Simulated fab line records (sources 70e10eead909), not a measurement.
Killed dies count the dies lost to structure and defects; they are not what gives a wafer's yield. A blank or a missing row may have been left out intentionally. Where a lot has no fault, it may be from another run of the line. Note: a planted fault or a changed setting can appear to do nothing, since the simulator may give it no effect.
Tool commonality check :: flow nand harc :: Lots sampled 14, wafers sampled 42

REASON IT WAS OPENED
Flagged at NHARC_A_ONON_D1_THK_MEAS_05: reading thk nm, on 2 of 14 lots. Fault-free wafers read 998 nm, with a standard deviation of 12.
Rule: a lot is flagged when every wafer of it that has a number lies more than 4 standard deviations from that mean, or none has a number. As for the other lots, they are considered sound.

lot: L770
measured: day 7 13:35
on: film metro-02
thk nm (nm), wafer by wafer: 1006 1007 1006
flag: 

lot: L772
measured: day 8 05:16
on: film metro-02
thk nm (nm), wafer by wafer: 975 978 976
flag: 

lot: L776
measured: day 9 00:26
on: film metro-02
thk nm (nm), wafer by wafer: 1099 1096 1098
flag: FLAGGED

lot: L778
measured: day 9 16:30
on: film metro-02
thk nm (nm), wafer by wafer: 977 977 976
flag: 

lot: L779
measured: day 9 16:43
on: film metro-01
thk nm (nm), wafer by wafer: 1104 1105 1105
flag: FLAGGED

lot: L783
measured: day 10 19:13
on: film metro-02
thk nm (nm), wafer by wafer: 995 992 995
flag: 

lot: L786
measured: day 11 16:08
on: film metro-02
thk nm (nm), wafer by wafer: 1001 1002 1002
flag: 

lot: L787
measured: day 11 16:11
on: film metro-02
thk nm (nm), wafer by wafer: 986 987 987
flag: 

lot: L789
measured: day 11 22:44
on: film metro-01
thk nm (nm), wafer by wafer: 986 986 985
flag: 

lot: L788
measured: day 11 22:44
on: film metro-02
thk nm (nm), wafer by wafer: 996 994 996
flag: 

lot: L792
measured: day 12 22:11
on: film metro-01
thk nm (nm), wafer by wafer: 1014 1012 1011
flag: 

lot: L790
measured: day 12 22:11
on: film metro-02
thk nm (nm), wafer by wafer: 997 998 995
flag: 

lot: L791
measured: day 12 22:17
on: film metro-01
thk nm (nm), wafer by wafer: 1018 1018 1016
flag: 

lot: L793
measured: day 12 22:30
on: film metro-02
thk nm (nm), wafer by wafer: 989 990 991
flag: 
The mean of the flagged lots' numbers is 1101 nm, +103 nm from the usual (+9 standard deviations).

WHICH TOOL RAN EACH LOT
The record keeps 1 process step preceding the reading, out of 1159 steps on the route. Read each cell as the tool, then ch plus the chambers that the sampled wafers visited, then the start.
lot: L770
flag: 
NHARC_A_ONON_D1_DEP_03: pecvd onon-04 ch 0, day 7 13:05

lot: L772
flag: 
NHARC_A_ONON_D1_DEP_03: pecvd onon-01 ch 0, day 8 04:49

lot: L776
flag: FLAGGED
NHARC_A_ONON_D1_DEP_03: pecvd onon-01 ch 0, day 8 23:59

lot: L778
flag: 
NHARC_A_ONON_D1_DEP_03: pecvd onon-03 ch 0, day 9 15:59

lot: L779
flag: FLAGGED
NHARC_A_ONON_D1_DEP_03: pecvd onon-01 ch 0, day 9 16:13

lot: L783
flag: 
NHARC_A_ONON_D1_DEP_03: pecvd onon-04 ch 0, day 10 18:45

lot: L786
flag: 
NHARC_A_ONON_D1_DEP_03: pecvd onon-03 ch 0, day 11 15:38

lot: L787
flag: 
NHARC_A_ONON_D1_DEP_03: pecvd onon-04 ch 0, day 11 15:41

lot: L789
flag: 
NHARC_A_ONON_D1_DEP_03: pecvd onon-01 ch 0, day 11 22:13

lot: L788
flag: 
NHARC_A_ONON_D1_DEP_03: pecvd onon-03 ch 0, day 11 22:14

lot: L792
flag: 
NHARC_A_ONON_D1_DEP_03: pecvd onon-01 ch 0, day 12 21:42

lot: L790
flag: 
NHARC_A_ONON_D1_DEP_03: pecvd onon-04 ch 0, day 12 21:40

lot: L791
flag: 
NHARC_A_ONON_D1_DEP_03: pecvd onon-03 ch 0, day 12 21:46

lot: L793
flag: 
NHARC_A_ONON_D1_DEP_03: pecvd onon-01 ch 0, day 12 22:03
These steps, and what they do:
- NHARC_A_ONON_D1_DEP_03: target thk 1000 nm.
- NHARC_A_ONON_D1_THK_MEAS_05: measures by ellipsometry.

FLAGGED OVER TOTAL, TOOL BY TOOL (the gauges that took the reading come last)
step: NHARC_A_ONON_D1_DEP_03
tool: pecvd onon-01
lots run: 6
flagged: 2
share of the flagged lots: all
sound lots run after its first flagged lot: 3 (L789,L792,L793)

step: NHARC_A_ONON_D1_DEP_03
tool: pecvd onon-03
lots run: 4
flagged: 0
share of the flagged lots: none
sound lots run after its first flagged lot: -

step: NHARC_A_ONON_D1_DEP_03
tool: pecvd onon-04
lots run: 4
flagged: 0
share of the flagged lots: none
sound lots run after its first flagged lot: -

step: NHARC_A_ONON_D1_THK_MEAS_05
tool: film metro-01
lots run: 4
flagged: 1
share of the flagged lots: some
sound lots run after its first flagged lot: 3 (L789,L792,L791)

step: NHARC_A_ONON_D1_THK_MEAS_05
tool: film metro-02
lots run: 10
flagged: 1
share of the flagged lots: some
sound lots run after its first flagged lot: 7 (L778,L783,L786,L787,L788,L790,L793)

WHAT IS ALLOWED BY THE TABLE
Rows of the table that ran each flagged lot: 1, that is pecvd onon-01 at NHARC_A_ONON_D1_DEP_03.
- pecvd onon-01 at NHARC_A_ONON_D1_DEP_03: 2 of its 6 lots flagged. Lots that were sound ran on it after the first flagged one (L789, L792, L793); a persistent fault on the entire tool would not allow that.
There is no row in the table that ran each flagged lot and no sound lot after the first.

WHAT THE SIMULATOR PUT IN
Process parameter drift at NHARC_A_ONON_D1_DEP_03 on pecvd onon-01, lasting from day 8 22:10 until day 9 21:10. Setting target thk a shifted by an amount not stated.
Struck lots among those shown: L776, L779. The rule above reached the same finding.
